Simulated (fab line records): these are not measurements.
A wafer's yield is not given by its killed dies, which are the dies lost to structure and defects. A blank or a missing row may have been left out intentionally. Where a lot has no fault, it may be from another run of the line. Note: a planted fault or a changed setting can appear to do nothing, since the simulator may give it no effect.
fab line records	flow n5-finfet
record: lots: 11	wafers: 32	last-day: 18
route steps=1938 shown BEOL_M14@1749 BEOL_M15@1773
lots that met no fault: taken from a fault-free run of the same line
start-h: hours from the record's opening day to when the first of the lot's shown wafers began	wait-h: hours from the lot's prior step to this one	" same as the row above	L1.1+2: a single row standing in for several wafers	- no value, or no start was given	* or withheld: withheld	< > ~ a bound
route shown NAME@n: NAME is a module with steps in the file, n the number in the route of the first one	usual: mean/standard deviation taken from wafers without a fault	same: alike in all rows	chamber/n: place in a boat	sites: readings site by site	_std_site: standard deviation of those values	_edge_site: outer sites' mean less inner sites'	radius-mm: for every site, how far away it sits from the centre of the wafer	mask NAME#n: copy n	behind: tool/chamber where the wafer was last shaped	hold: cause of the lot's hold/its duration in hours/its outcome	device: the transistor (n, p or np) that didn't switch	end of line: the route-end tests of the same wafers	step lacking rows: just its recipe	killed: count of dies lost to structure and defects at first sort (not the wafer's yield)	map: a wafer's dies, x killed, . not, _ none there
set.NAME: the setting that was run; set.NAME@STEP: the one run at that earlier step	model.NAME: the simulator's own value behind a step, which no gauge read
route steps across a sampled set of lots; one table per step, one row per wafer
services: when a tool's chamber went out of use (start-h, in hours from the record's first day, below 0 if earlier), for how many hours, and the reason
== steps ==
step: N5_BEOL_M14_DESCUM_33
recipe: chemistry: O2	time-s: 7.9	source-power-w: 50	bias-power-w: 20	pressure-mtorr: 20	rf-frequency-hz: 2.712e+07	temp-c: 40	o2-flow-sccm: 225
usual: drypump-motor-current-A: 5.8/0.4	oes-product-au: 0.79/0.077	rf-vpp-V: 243.1/1.2	showerhead-plenum-p-Torr: 2.09/0.069	throttle-valve-pct: 20.5/0.3
lot.wafer	tool	chamber	start-h	wait-h	drypump-motor-current-A	oes-product-au	rf-hours-counter-h	rf-vpp-V	showerhead-plenum-p-Torr	throttle-valve-pct
L568.1	rie-diel-06	2	247.52	0.0	6.9	0.71	202	241.2	2.07	20.9
L568.4	"	1	"	"	5.8	0.79	104	242.8	2.02	20.7
L568.5	"	2	"	"	6.8	0.72	-	243.0	2.07	20.9
L572.1	rie-diel-01	3	278.48	0.0	6.1	0.86	39	243.0	2.03	20.0
L572.4	"	1	"	"	5.5	0.78	142	242.9	2.10	20.1
L572.5	"	2	"	"	5.9	0.71	-	244.3	2.16	20.7
L571.1	rie-diel-01	2	289.58	0.6	5.9	0.71	225	244.7	2.16	20.7
L571.5	"	0	"	"	5.4	0.83	-	240.8	2.03	20.7
L571.6	"	3	"	"	6.1	0.86	-	241.5	2.03	20.0
L573.2	rie-diel-06	0	315.11	0.3	5.7	0.73	186	243.7	2.09	20.6
L573.4	"	3	"	"	5.4	0.78	136	243.7	2.10	20.3
L573.6	"	2	"	"	6.9	0.71	-	242.1	2.06	20.9
L578.1	rie-diel-01	0	330.35	0.0	5.4	0.82	85	242.0	2.02	20.7
L578.4	"	2	"	"	5.9	0.70	239	243.3	2.16	20.7
L578.5	"	0	"	"	5.4	0.82	-	242.3	2.02	20.7
L576.4	rie-diel-06	0	330.73	0.1	5.8	0.72	191	241.9	2.09	20.6
L576.5	"	1	"	"	5.8	0.77	-	243.2	2.01	20.7
L579.2	rie-diel-01	0	344.47	0.3	5.5	0.81	91	241.2	2.02	20.8
L579.5	"	0	"	"	5.5	0.80	-	242.1	2.02	20.7
L579.6	"	1	"	"	5.5	0.76	-	243.0	2.09	20.2
L587.1	rie-diel-01	3	380.10	0.0	6.1	0.80	77	244.1	2.02	20.0
L587.4	"	0	"	"	5.5	0.78	107	242.6	2.01	20.8
L587.6	"	0	"	"	5.4	0.79	-	242.9	2.01	20.8
L590.1	rie-diel-01	2	380.79	0.0	5.8	0.97	3	244.4	2.15	20.4
L590.3	"	1	"	"	5.5	0.75	181	241.3	2.09	20.2
L590.5	"	1	"	"	5.5	0.74	-	243.2	2.09	20.2
L588.1	rie-diel-01	0	388.08	0.0	5.4	0.79	110	241.4	2.01	20.8
L588.5	"	2	"	"	5.9	0.97	-	243.3	2.15	20.4
L588.6	"	3	"	"	6.1	0.81	-	242.1	2.02	20.0
L591.2	rie-diel-01	3	411.50	0.1	6.1	0.80	89	242.0	2.02	20.1
L591.4	"	2	"	"	5.9	0.93	13	244.5	2.15	20.3
L591.6	"	0	"	"	5.5	0.78	-	242.1	2.01	20.8
step: N5_BEOL_M14_ECD_47
recipe: material: Cu	target-thk-a: 12480
lot.wafer	tool	chamber	start-h	wait-h
L568.1+4+5	ecd-cu-01	1	251.16	0.1
L572.1+4+5	ecd-cu-02	1,1,0	280.55	0.1
L571.1+5+6	ecd-cu-02	1,0,1	291.07	0.1
L573.2+4+6	ecd-cu-01	1	318.73	0.1
L578.1+4+5	ecd-cu-01	1,0,0	331.88	0.1
L576.4+5	ecd-cu-01	0,1	332.53	0.1
L579.2+5+6	ecd-cu-01	0,1,0	346.17	0.1
L587.1+4+6	ecd-cu-02	0,1,0	383.92	0.1
L590.1+3+5	ecd-cu-02	0	386.00	0.1
L588.1+5+6	ecd-cu-02	1,0,1	391.23	0.1
L591.2+4+6	ecd-cu-02	1	417.65	0.1
step: N5_BEOL_M14_CMP_49
recipe: stop-on: SiO2	t-overpolish-s: 5.2	down-force-psi: 2	platen-rpm: 80	clearing-platen-down-force-psi: 2	clearing-platen-rpm: 80	post-cmp-clean: cu-alkaline	target-thk-nm: 560	clearing-platen-pad-velocity-m-s: 1.5917	pad-velocity-m-s: 1.5917
usual: motor-current-A: 7.6/0.99	time-to-endpoint-s: 124/3.9
lot.wafer	tool	chamber	start-h	wait-h	motor-current-A	time-to-endpoint-s
L568.4	cmp-01	2	251.70	0.1	8.0	123
L568.1	"	0	"	"	5.9	121
L568.5	"	3	"	"	9.0	126
L572.4	cmp-04	2	281.07	0.2	6.9	117
L572.1	"	3	"	"	7.1	126
L572.5	"	1	"	"	7.5	121
L571.1	cmp-03	3	292.35	0.3	9.9	124
L571.6	"	1	"	"	9.1	126
L571.5	"	2	"	"	6.6	126
L573.4	cmp-04	3	319.22	0.1	6.9	126
L573.2	"	1	"	"	7.4	114
L573.6	"	0	"	"	8.9	122
L578.1	cmp-04	0	332.84	0.3	8.7	120
L578.4	"	3	"	"	7.1	68
L578.5	"	0	"	"	8.6	64
L576.4	cmp-01	3	333.30	0.2	8.8	66
L576.5	"	1	"	"	8.1	65
L579.2	cmp-03	0	346.85	0.2	6.2	121
L579.5	"	3	"	"	10.0	70
L579.6	"	0	"	"	6.2	126
L587.4	cmp-04	2	384.45	0.2	6.5	126
L587.1	"	0	"	"	8.9	128
L587.6	"	1	"	"	7.2	126
L590.1	cmp-01	2	386.61	0.3	7.6	125
L590.3	"	3	"	"	8.6	131
L590.5	"	2	"	"	7.8	126
L588.1	cmp-04	1	392.05	0.5	7.0	127
L588.5	"	2	"	"	6.6	123
L588.6	"	3	"	"	7.1	127
L591.2	cmp-03	1	418.93	0.4	9.1	121
L591.4	"	3	"	"	10.0	119
L591.6	"	1	"	"	8.8	124
step: N5_BEOL_M15_ILD_DEP_00
recipe: material: SiO2	target-thk-a: 16293	temp-c: 400	precursor: TEOS/O2	pressure-torr: 6.5	rf-w: 900	teos-flow-sccm: 161.4	gas: O2	flow-sccm: 2650	time-s: 346.1
usual: heater-power-w: 507/95	showerhead-plenum-p-Torr: 8.34/0.047	throttle-valve-pct: 18.8/1
lot.wafer	tool	chamber	start-h	wait-h	heater-power-w	showerhead-plenum-p-Torr	throttle-valve-pct
L568.1	pecvd-02	2	252.19	0.0	573	8.39	19.1
L568.4	"	0	"	"	484	8.31	19.0
L568.5	"	1	"	"	437	8.36	19.8
L572.1	pecvd-01	1	281.55	0.0	650	8.32	19.5
L572.4	"	2	"	"	485	8.36	17.4
L572.5	"	1	"	"	610	8.34	19.5
L571.1	pecvd-02	0	292.76	0.0	643	8.34	18.7
L571.5	"	2	"	"	574	8.38	19.4
L571.6	"	0	"	"	588	8.33	18.7
L573.2	pecvd-02	0	319.70	0.0	573	8.34	19.1
L573.4	"	1	"	"	437	8.39	19.8
L573.6	"	0	"	"	629	8.32	19.0
L578.1	pecvd-01	1	333.33	0.0	587	8.33	19.4
L578.4	"	1	"	"	640	8.33	19.5
L578.5	"	1	"	"	499	8.34	19.8
L576.4	pecvd-01	1	333.79	0.1	490	8.36	19.4
L576.5	"	1	"	"	592	8.35	19.4
L579.2	pecvd-01	0	347.30	0.0	586	8.39	19.2
L579.5	"	1	"	"	604	8.35	19.8
L579.6	"	2	"	"	492	8.37	17.4
L587.1	pecvd-01	0	384.90	0.0	677	8.41	19.1
L587.4	"	2	"	"	642	8.37	17.4
L587.6	"	0	"	"	529	8.40	18.8
L590.1	pecvd-04	0	387.06	0.0	473	8.21	19.8
L590.3	"	1	"	"	457	8.36	19.0
L590.5	"	1	"	"	346	8.35	18.6
L588.1	pecvd-04	1	392.42	0.0	413	8.35	18.5
L588.5	"	0	"	"	485	8.22	19.8
L588.6	"	2	"	"	326	8.34	16.9
L591.2	pecvd-02	1	419.38	0.0	479	8.40	17.8
L591.4	"	1	"	"	560	8.37	17.5
L591.6	"	0	"	"	613	8.33	19.2
step: N5_BEOL_M15_THK_MEAS_01
recipe: reads: SiO2_of_BEOL_M15_ILD_DEP_00
usual: M15_ILD_THK: 1635/19
lot.wafer	tool	chamber	start-h	wait-h	M15_ILD_THK[nm]
L568.1	film-metro-01	-	252.44	0.1	1611
L568.4	"	-	"	"	1624
L568.5	"	-	"	"	1623
L572.1	film-metro-02	-	281.91	0.2	1627
L572.4	"	-	"	"	1649
L572.5	"	-	"	"	1635
L571.1	film-metro-01	-	293.12	0.2	1644
L571.5	"	-	"	"	1660
L571.6	"	-	"	"	1682
L573.2	film-metro-02	-	319.95	0.1	1632
L573.4	"	-	"	"	1644
L573.6	"	-	"	"	1659
L578.1	film-metro-01	-	333.69	0.2	1610
L578.4	"	-	"	"	1623
L578.5	"	-	"	"	1638
L576.4	film-metro-01	-	334.04	0.1	1651
L576.5	"	-	"	"	1660
L579.2	film-metro-01	-	347.55	0.1	1633
L579.5	"	-	"	"	1663
L579.6	"	-	"	"	1653
L587.1	film-metro-02	-	385.15	0.1	1620
L587.4	"	-	"	"	1656
L587.6	"	-	"	"	1639
L590.1	film-metro-02	-	387.31	0.1	1644
L590.3	"	-	"	"	1646
L590.5	"	-	"	"	1643
L588.1	film-metro-02	-	392.67	0.1	1621
L588.5	"	-	"	"	1634
L588.6	"	-	"	"	1646
L591.2	film-metro-02	-	419.63	0.1	1618
L591.4	"	-	"	"	1629
L591.6	"	-	"	"	1625
== services ==
tool	chamber	start-h	hours	kind
cmp-01	-	223.63	1.2	repair
pecvd-04	-	229.84	4.3	pm
pecvd-04	-	236.77	3.5	repair
rie-diel-01	1	247.05	2.6	repair
cmp-03	-	256.25	2.7	repair
ecd-cu-01	-	263.90	0.5	repair
pecvd-02	1	291.17	6.9	repair
cmp-01	-	291.37	5.3	repair
cmp-03	-	309.49	1.3	repair
cmp-01	-	314.33	3.1	pm
pecvd-01	2	326.37	11.2	repair
ecd-cu-01	-	326.55	2.7	repair
cmp-01	-	355.21	1.7	repair
cmp-01	-	357.29	4.0	pm
rie-diel-06	-	370.27	2.8	pm
cmp-04	-	382.06	1.2	repair
cmp-01	-	382.95	0.2	repair
rie-diel-06	1	389.46	5.7	repair
cmp-04	-	396.11	1.5	repair
ecd-cu-02	-	401.43	7.2	pm
cmp-04	-	402.17	6.0	pm
cmp-01	-	402.67	5.1	pm
cmp-03	-	405.07	4.0	pm
cmp-04	-	413.89	1.0	repair
== key ==
first-sign: step: N5_BEOL_M14_CMP_49	reading: time-to-endpoint-s	direction: down	sigmas: 15	usual: *	struck: *
effect none on later readings
met-at N5_BEOL_M14_ECD_47
struck-lots L576,L578,L579
struck-wafers L576.4,L576.5,L578.4,L578.5,L579.5
not-acting-at N5_BEOL_M14_DESCUM_33,N5_BEOL_M15_ILD_DEP_00,N5_BEOL_M15_THK_MEAS_01
onset-between 318.73 331.88
fault: kind: process-parameter-drift	tool: ecd-cu-01	chamber: -	onset-h: 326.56	steps: N5_BEOL_M14_ECD_47	channel: target-thk-a	offset: *	shape: step	end-h: 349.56	scope: struck-wafers-only	acts-in: *	stated: *
